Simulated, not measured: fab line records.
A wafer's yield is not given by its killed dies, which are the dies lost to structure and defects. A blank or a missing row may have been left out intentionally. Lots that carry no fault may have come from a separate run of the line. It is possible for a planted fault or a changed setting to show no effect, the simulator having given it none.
Matching of chambers ; flow nand_harc ; 4 sister chambers for NHARC_A_DECK1_JOINT_CMP_02 on cmp-02
The step polishes SiOx. 4 wafers are shown with their chamber, then 10 later ones without.

== WAFERS, EACH WITH ITS CHAMBER ==
wafer;chamber;motor_current_A (A)
L087.6;2;13.4
L089.4;1;10.9
L089.6;3;11.9
L092.5;0;11.2

== WAFERS WHOSE CHAMBER IS MISSING ==
wafer;motor_current_A (A)
L092.6;11.8
L094.1;12.3
L094.2;11.7
L094.3;10.8
L095.4;11.1
L095.5;11.4
L095.6;12.5
L097.2;11.0
L097.3;11.0
L097.5;11.3

== WHICH CHAMBER EACH ONE RAN IN ==
wafer;from the rows above;in truth
L092.6;can't be placed: 3 or 0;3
L094.1;3;3
L094.2;can't be placed: 3 or 0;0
L094.3;can't be placed: 1 or 0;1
L095.4;can't be placed: 0 or 1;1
L095.5;can't be placed: 0 or 1 or 3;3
L095.6;can't be placed: 3 or 2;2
L097.2;can't be placed: 1 or 0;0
L097.3;can't be placed: 1 or 0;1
L097.5;can't be placed: 0 or 1 or 3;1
Correct placement for 1 of the 10. These rows do not allow placing 9 (true chamber among the candidates in 9). Wrongly placed: 0.
How it was worked out, from the rows above alone: a wafer's distance from a chamber is the root of the sum, over the readings, of the square of ((its reading less the chamber's mean) divided by the reading's scatter). The wafer belongs to the nearest chamber; if the next one is less than 2 further off, it can't be placed. A chamber's mean is the mean of its shown wafers. The scatter (one wafer shown for each chamber): square how far every hidden wafer sits from the nearest shown wafer, average those squares and take the square root.
